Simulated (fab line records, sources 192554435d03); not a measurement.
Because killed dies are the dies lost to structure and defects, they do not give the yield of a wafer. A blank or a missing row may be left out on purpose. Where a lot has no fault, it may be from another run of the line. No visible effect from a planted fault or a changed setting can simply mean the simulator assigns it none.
One fault seen from 2 desks | flow n5-finfet | only its own numbers are on each desk; what lay behind them is given at the end

## AT THE METROLOGY DESK
What the gauges read, lot by lot, whatever tool the lot ran on: means of the sampled wafers that have a number. Marked OUT: a lot whose mean sits more than 4 standard deviations from the usual mean, which makes it out of limits; the brackets give that distance. 7 of its 16 readings are shown: the first one out of limits and those lying furthest out on some lot.
Columns: A = RS_SD_N at N5_SD_ACTIVATION_RS_MEAS_03, usual 21.8 ohm/sq; B = RS_SD_P at N5_SD_ACTIVATION_RS_MEAS_03, usual 56.1 ohm/sq; C = ION_N at N5_BEOL_M4_RC_MEAS_101, usual 678 uA/um; D = RC_DENSE_N at N5_BEOL_M4_RC_MEAS_101, usual 19.0 ohm.um; E = RC_N at N5_BEOL_M4_RC_MEAS_101, usual 15.5 ohm.um; F = REXT_N at N5_BEOL_M4_RC_MEAS_101, usual 75.4 ohm.um; G = RS_SD_N at N5_BEOL_M4_RC_MEAS_101, usual 28.3 ohm/sq
lot  | first seen here | A              | B    | C   | D               | E               | F               | G
L286 | day 5 00:35     | 22.1           | 56.4 | 683 | 18.8            | 15.4            | 74.0            | 28.7
L288 | day 5 11:41     | 22.5           | 56.6 | 672 | 19.0            | 15.4            | 78.6            | 28.9
L290 | day 5 22:37     | 21.8           | 56.1 | 669 | 19.0            | 15.6            | 76.9            | 28.0
L294 | day 6 21:13     | 25.4 (+12) OUT | 56.8 | 662 | 22.0 (+7.8) OUT | 17.8 (+7.7) OUT | 80.5            | 32.6 (+10) OUT
L296 | day 7 09:49     | 24.9 (+10) OUT | 57.6 | 664 | 21.9 (+7.5) OUT | 17.8 (+7.8) OUT | 81.4 (+4.3) OUT | 31.4 (+7.6) OUT
L299 | day 8 04:35     | 21.8           | 55.5 | 668 | 19.3            | 15.7            | 75.7            | 28.3
L301 | day 8 22:10     | 21.6           | 56.3 | 676 | 18.9            | 15.3            | 75.0            | 28.0
L303 | day 9 11:10     | 21.9           | 57.2 | 678 | 18.7            | 15.3            | 75.9            | 28.2
Per this desk, out of limits: L294, L296; the first was L294, day 6 21:13 (RS_SD_N at N5_SD_ACTIVATION_RS_MEAS_03). In limits: L286, L288, L290, L299, L301, L303.

## FOR THE TOOL OWNER'S DESK: laser-anneal-01
Per lot that ran on this tool, the mean of the sampled wafers carrying a number, from the tool's own readings at N5_SD_ACTIVATION_LSA_01 (time 0.0008 s). Marked OUT: a lot whose mean sits more than 4 standard deviations from the usual mean, which makes it out of limits; the brackets give that distance.
Columns: A = wafer_temp_C_max at N5_SD_ACTIVATION_LSA_01, usual 1086.7
lot  | first seen here | A
L286 | day 5 00:23     | 1089.5
L288 | day 5 11:30     | 1088.8
L290 | day 5 22:26     | 1089.4
L294 | day 6 20:59     | 1056.0 (-12) OUT
L296 | day 7 09:36     | 1054.9 (-13) OUT
This desk finds L294, L296 out of limits, L294 being first, at day 6 20:59 (wafer_temp_C_max at N5_SD_ACTIVATION_LSA_01). In limits: L286, L288, L290.

## BROUGHT TOGETHER
An alarm could have come from the tool owner's desk at day 6 20:59, on L294, L296.
The metrology desk could have raised an alarm at day 6 21:13, on L294, L296.
The lots listed all ran N5_SD_ACTIVATION_LSA_01 on laser-anneal-01.

## WHAT HAD BEEN PUT IN BY THE SIMULATOR
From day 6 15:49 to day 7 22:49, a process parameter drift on laser-anneal-01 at N5_SD_ACTIVATION_LSA_01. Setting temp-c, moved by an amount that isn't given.
Struck lots among those shown: L294, L296.
Delay (hours) between the fault's onset and each desk's first out-of-limits reading: 5 at the tool owner's desk, 5 at the metrology desk.
